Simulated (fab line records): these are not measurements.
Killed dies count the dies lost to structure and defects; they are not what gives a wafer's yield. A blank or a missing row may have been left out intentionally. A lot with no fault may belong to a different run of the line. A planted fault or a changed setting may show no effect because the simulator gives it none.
Matching of chambers / flow nandHarc / NHARC_A_CONTACT_ETCH_91 on rieDiel-05 has 4 sister chambers
The step etches the open film in CH3F/O2, target depth 40 nm, time 85.7 s. 16 wafers are shown with their chamber, then 8 later ones without.

== WAFERS, EACH WITH ITS CHAMBER ==
wafer=L077.1; chamber=2; drypumpMotorCurrentA (A)=5.7; showerheadPlenumPTorr (Torr)=2.28; throttleValvePct (%)=20.657
wafer=L077.2; chamber=3; drypumpMotorCurrentA (A)=5.2; showerheadPlenumPTorr (Torr)=2.50; throttleValvePct (%)=20.670
wafer=L077.3; chamber=1; drypumpMotorCurrentA (A)=4.9; showerheadPlenumPTorr (Torr)=2.50; throttleValvePct (%)=20.672
wafer=L076.2; chamber=0; drypumpMotorCurrentA (A)=6.0; showerheadPlenumPTorr (Torr)=2.31; throttleValvePct (%)=20.652
wafer=L076.4; chamber=1; drypumpMotorCurrentA (A)=4.9; showerheadPlenumPTorr (Torr)=2.50; throttleValvePct (%)=20.667
wafer=L076.5; chamber=3; drypumpMotorCurrentA (A)=5.2; showerheadPlenumPTorr (Torr)=2.50; throttleValvePct (%)=20.665
wafer=L080.1; chamber=1; drypumpMotorCurrentA (A)=5.0; showerheadPlenumPTorr (Torr)=2.49; throttleValvePct (%)=20.665
wafer=L080.2; chamber=2; drypumpMotorCurrentA (A)=5.7; showerheadPlenumPTorr (Torr)=2.27; throttleValvePct (%)=20.665
wafer=L080.5; chamber=3; drypumpMotorCurrentA (A)=5.2; showerheadPlenumPTorr (Torr)=2.50; throttleValvePct (%)=20.655
wafer=L082.1; chamber=2; drypumpMotorCurrentA (A)=5.7; showerheadPlenumPTorr (Torr)=2.66; throttleValvePct (%)=20.665
wafer=L082.2; chamber=3; drypumpMotorCurrentA (A)=5.2; showerheadPlenumPTorr (Torr)=2.49; throttleValvePct (%)=20.674
wafer=L082.6; chamber=2; drypumpMotorCurrentA (A)=5.7; showerheadPlenumPTorr (Torr)=2.66; throttleValvePct (%)=20.671
wafer=L083.2; chamber=3; drypumpMotorCurrentA (A)=5.2; showerheadPlenumPTorr (Torr)=2.49; throttleValvePct (%)=20.675
wafer=L083.5; chamber=2; drypumpMotorCurrentA (A)=5.7; showerheadPlenumPTorr (Torr)=2.66; throttleValvePct (%)=20.665
wafer=L083.6; chamber=3; drypumpMotorCurrentA (A)=5.3; showerheadPlenumPTorr (Torr)=2.49; throttleValvePct (%)=20.665
wafer=L087.2; chamber=0; drypumpMotorCurrentA (A)=6.0; showerheadPlenumPTorr (Torr)=2.30; throttleValvePct (%)=20.657

SIGNATURES, as means of the wafers listed above
reading=drypumpMotorCurrentA; chamber 0=6.000; chamber 1=4.933; chamber 2=5.700; chamber 3=5.217; scatter within a chamber=0.0354
reading=showerheadPlenumPTorr; chamber 0=2.3050; chamber 1=2.4967; chamber 2=2.5060; chamber 3=2.4950; scatter within a chamber=0.122
reading=throttleValvePct; chamber 0=20.65450; chamber 1=20.66800; chamber 2=20.66460; chamber 3=20.66733; scatter within a chamber=0.00585
Rule: for a wafer and a chamber, the distance is found by dividing, reading by reading, the gap between the wafer's reading and the chamber's mean by the reading's scatter, squaring, summing and taking the root. If the next closest chamber is less than 2 further off than the closest, the wafer can't be placed; otherwise it belongs to the closest. The scatter is the square root of a quotient: the sum, over the shown wafers, of each reading's squared deviation from its chamber's mean, divided by wafers minus chambers.

== WAFERS WITHOUT THEIR CHAMBER ==
wafer=L087.3; drypumpMotorCurrentA (A)=5.7; showerheadPlenumPTorr (Torr)=2.65; throttleValvePct (%)=20.660
wafer=L087.5; drypumpMotorCurrentA (A)=5.7; showerheadPlenumPTorr (Torr)=2.65; throttleValvePct (%)=20.668
wafer=L088.1; drypumpMotorCurrentA (A)=6.0; showerheadPlenumPTorr (Torr)=2.30; throttleValvePct (%)=20.676
wafer=L088.2; drypumpMotorCurrentA (A)=4.9; showerheadPlenumPTorr (Torr)=2.48; throttleValvePct (%)=20.676
wafer=L088.4; drypumpMotorCurrentA (A)=5.7; showerheadPlenumPTorr (Torr)=2.65; throttleValvePct (%)=20.657
wafer=L096.2; drypumpMotorCurrentA (A)=4.9; showerheadPlenumPTorr (Torr)=2.47; throttleValvePct (%)=20.667
wafer=L096.3; drypumpMotorCurrentA (A)=6.0; showerheadPlenumPTorr (Torr)=2.29; throttleValvePct (%)=20.675
wafer=L096.5; drypumpMotorCurrentA (A)=6.0; showerheadPlenumPTorr (Torr)=2.29; throttleValvePct (%)=20.673

== WHICH CHAMBER EACH ONE RAN IN ==
wafer=L087.3; from the rows above=2; in truth=2
wafer=L087.5; from the rows above=2; in truth=2
wafer=L088.1; from the rows above=0; in truth=0
wafer=L088.2; from the rows above=1; in truth=1
wafer=L088.4; from the rows above=2; in truth=2
wafer=L096.2; from the rows above=1; in truth=1
wafer=L096.3; from the rows above=0; in truth=0
wafer=L096.5; from the rows above=0; in truth=0
Placed correctly: 8 of 8. Left unplaced by these rows: 0. 0 placed wrongly.
